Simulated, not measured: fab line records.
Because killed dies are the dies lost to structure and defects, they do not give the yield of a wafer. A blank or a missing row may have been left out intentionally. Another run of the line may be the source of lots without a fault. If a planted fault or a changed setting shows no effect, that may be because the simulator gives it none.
A lot that was struck, set against a sound lot    flow nand harc    14 out of 1159 route steps
Sound: wafers L888.4, L888.5, L888.6. Wafers struck: L875.1, L875.2, L875.3. The cause comes at the end.
Order at every step that has rows: each side's tool, ch and its chambers, its first start. Under that, the readings that differ: sound wafers    struck wafers    difference of the means    sigmas: that difference in standard deviations of wafers without a fault.
alike: readings whose means differ by less than 2 such deviations, and words and numbers that are the same on both sides. not compared: withheld readings, readings that some wafer has no value for, bounds like >300 that may hide the same value, and numbers for which the record gives no deviation and whose values overlap.
The two part at a step that has a row with sigmas, a row that says differs or no value, or rows on one side only. Non-overlapping numbers with no deviation appear without sigmas and do not part them. A reading that every wafer of one side lacks parts them only if that side has two wafers or more.

first, 7 steps without rows for these wafers: NHARC_A_ZERO_WELL_COAT_18 (time 65 s); NHARC_A_ZERO_WELL_COAT_04 (resist thk 600 nm); NHARC_A_ZERO_WELL_SOFTBAKE_05 (time 70 s); NHARC_A_ZERO_WELL_EBR_06; NHARC_A_ZERO_WELL_EXPOSE_07 (exposes mask A ZERO); NHARC_A_ZERO_WELL_PEB_08 (peb time 80 s); NHARC_A_ZERO_WELL_DEVELOP_09 (time 50 s).
NHARC_A_ZERO_WELL_CD_MEAS_10: the cd target is 2000 nm.
  sound on cd sem-01 ch 0, day 11 12:30; struck on cd sem-01 ch 0, day 8 11:28
  alike: cd nm
then, 1 step without rows for these wafers: NHARC_A_ZERO_WELL_HARDBAKE_11 (time 65 s).
NHARC_A_ZERO_WELL_DESCUM_12: chemistry O2, time 3 s.
  sound on rie diel-13 ch 0,1, day 11 12:44; struck on rie diel-13 ch 0,1,3, day 8 11:38
  alike: drypump motor current A, o2 flow sccm, oes product au, rf vpp V, showerhead plenum p Torr, throttle valve pct
  not compared: rf hours counter h
NHARC_A_ZERO_WELL_ETCH_19: etches the open film in N2/H2, target depth 80 nm, overetch 24 nm, time 87.88 s.
  sound on rie diel-13 ch 0,2,3, day 11 12:50; struck on rie diel-13 ch 1,2,3, day 8 11:43
  alike: drypump motor current A, oes product au, rf fwd power W, rf vpp V, showerhead plenum p Torr, throttle valve pct
  not compared: rf hours counter h
NHARC_A_ZERO_WELL_ETCH_13: etches the open film in HBr/Cl2, target depth 120 nm, time 40.1 s.
  sound on rie si-06 ch 1,2,3, day 11 12:58; struck on rie si-04 ch 1,2,3, day 8 11:50
  alike: drypump motor current A, hbr flow sccm, oes product au, rf fwd power W, throttle valve pct
  not compared: rf hours counter h
NHARC_A_ZERO_WELL_STRIP_14: strips in SPM, time 900 s.
  sound on wet bench-03 ch 1,4,7, day 11 13:05; struck on wet bench-07 ch 3,4,6, day 8 11:59
  no value came back on the struck wafers for bath guard temp C (C), bath heat duty pct (%); on the sound wafers bath guard temp C (C) reads 130.3 130.2 130.3
-- the record jumps here: 13 days lie between the struck wafers' starts before and after (it left off in module A_ZERO_WELL and takes up again in module END, whose first step shown is number 1159 of the route) --
NHARC_END_SORT_01:
  the record has rows for the struck wafers here (prober-01 ch 0, day 21 10:03) and none for the sound ones

== WHERE THEY PART ==
At NHARC_A_ZERO_WELL_STRIP_14 first; at NHARC_END_SORT_01 last (within this record only).

WHY: the cause the simulator had injected
At NHARC_A_ZERO_WELL_STRIP_14, the step was skipped entirely on wet bench-07 from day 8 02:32 on. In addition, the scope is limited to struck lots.
